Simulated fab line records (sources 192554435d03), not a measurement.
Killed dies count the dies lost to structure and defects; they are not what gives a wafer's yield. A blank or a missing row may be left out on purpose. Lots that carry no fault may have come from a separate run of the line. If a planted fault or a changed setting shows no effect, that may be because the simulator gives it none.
Comparing a struck lot with a sound one	flow n5Finfet	15 out of 1938 route steps
Sound: these wafers, L991.2, L991.4, L991.6. Wafers L984.2, L984.3, L984.5 were the ones struck. The cause comes at the end.
Each step with rows lists, per side, the tool, then ch with its chambers, then its first start. Under that, the readings that differ: sound wafers	struck wafers	difference of the means	sigmas: that difference in standard deviations of wafers without a fault.
alike: readings whose means differ by less than 2 such deviations, and words and numbers that are the same on both sides. not compared: withheld readings, readings that some wafer has no value for, bounds like >300 that may hide the same value, and numbers for which the record gives no deviation and whose values overlap.
A row with sigmas, a row that says differs or no value, or rows on one side alone: a step with any of these is where the two part. Non-overlapping numbers with no deviation appear without sigmas and do not part them. A reading that every wafer of one side lacks parts them only if that side has two wafers or more.

N5_GATE_CUT_VAPOR_ETCH_49: etches TiAlC in BCl3/Cl2.
  sound on rieMetal-03 ch 0,1, day 8 08:55; struck on rieMetal-02 ch 0, day 7 06:41
  alike: drypumpMotorCurrentA, oesProductAu
then, 1 step without rows for these wafers: N5_GATE_CUT_VAPOR_ETCH_51 (etches HfO2 in BCl3/Cl2).
N5_GATE_CUT_STRIP_21: strips in N2/H2, time 30 s.
  sound on plasmaAsher-01 ch 0,1, day 8 09:00; struck on plasmaAsher-01 ch 0,1, day 7 06:49
  alike: drypumpMotorCurrentA, heaterPowerW
  not compared: rfHoursCounterH
then, 3 steps without rows for these wafers: N5_GATE_CUT_STRIP_29 (strips in post etch residue remover, time 60 s); N5_GATE_CUT_SRD_52 (time 30 s); N5_GATE_CUT_ALD_22 (deposits SiNx, target thk 16 nm, pulse time 1 s, ald cycles 320).
N5_GATE_CUT_CMP_23: polishes, stops on SiO2, t overpolish 23.4 s, target thk 16 nm.
  sound on cmp-03 ch 1,2,3, day 8 10:41; struck on cmp-03 ch 1,3, day 7 09:00
  alike: edgeZonePressureFrac, motorCurrentA, overpolishRunS, timeToEndpointS
  not compared: padLifeWafers
N5_GATE_CUT_THK_MEAS_24:
  sound on filmMetro-01, day 8 10:56; struck on filmMetro-02, day 7 09:17
  alike: GC_FILL_THK
N5_GATE_CUT_CMP_43: polishes SiO2.
  sound on cmp-04 ch 1,3, day 8 10:58; struck on cmp-04 ch 1,3, day 7 09:19
  alike: edgeZonePressureFrac, motorCurrentA
  not compared: padLifeWafers
N5_GATE_CUT_CMP_61: polishes, stops on SiNx, t overpolish 3 s.
  sound on cmp-04 ch 1,3, day 8 11:27; struck on cmp-04 ch 1,3, day 7 09:48
  alike: edgeZonePressureFrac, motorCurrentA
  not compared: padLifeWafers
N5_GATE_CUT_INSPECT_26: inspects for defects (darkfield).
  sound on defectInspect-01, day 8 11:41; struck on defectInspect-01, day 7 10:02
  alike: rawDefectCount
N5_MOL_CONTACT_COAG_COAT_103: time 60 s, resist thk 80 nm.
  sound on lithoTrack-01 ch 0, day 8 11:43; struck on lithoTrack-03 ch 0, day 7 10:04
reading	sound	struck	difference	sigmas
heaterPowerTotalW (W)	501.8 503.3 497.6	508.0 508.8 505.1	+6.4	+3
plateTempC (C)	250.08 250.08 250.14	252.63 252.72 252.46	+2.50	+16
then, 1 step without rows for these wafers: N5_MOL_CONTACT_COAG_COAT_104 (time 60 s, resist thk 12 nm).
-- here the record skips 4 days between the struck wafers' starts before and after, leaving off in module MOL_CONTACT_COAG and picking up in module BEOL_M4 (first step shown: number 1111 of the route) --
N5_BEOL_M4_RC_MEAS_101:
  sound on prober-01 ch 0, day 12 15:16; struck on prober-01 ch 0, day 11 08:15
  alike: DIBL_N, DIBL_P, IOFF_N, IOFF_P, ION_N, ION_P, SS_N, SS_P, VT_N, VT_P
-- the record jumps here: 4 days lie between the struck wafers' starts before and after (it left off in module BEOL_M4 and takes up again in module PASSIVATION, whose first step shown is number 1936 of the route) --
N5_PASSIVATION_PROBE_49:
  rows exist in the record for the struck wafers here (prober-01, day 15 17:32), but not for the sound ones

## WHERE THEY PART
At N5_MOL_CONTACT_COAG_COAT_103 first; at N5_PASSIVATION_PROBE_49 last (within this record only).

WHY: what the simulator had put in
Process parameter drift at N5_MOL_CONTACT_COAG_COAT_103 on lithoTrack-03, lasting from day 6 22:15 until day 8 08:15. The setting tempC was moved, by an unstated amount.
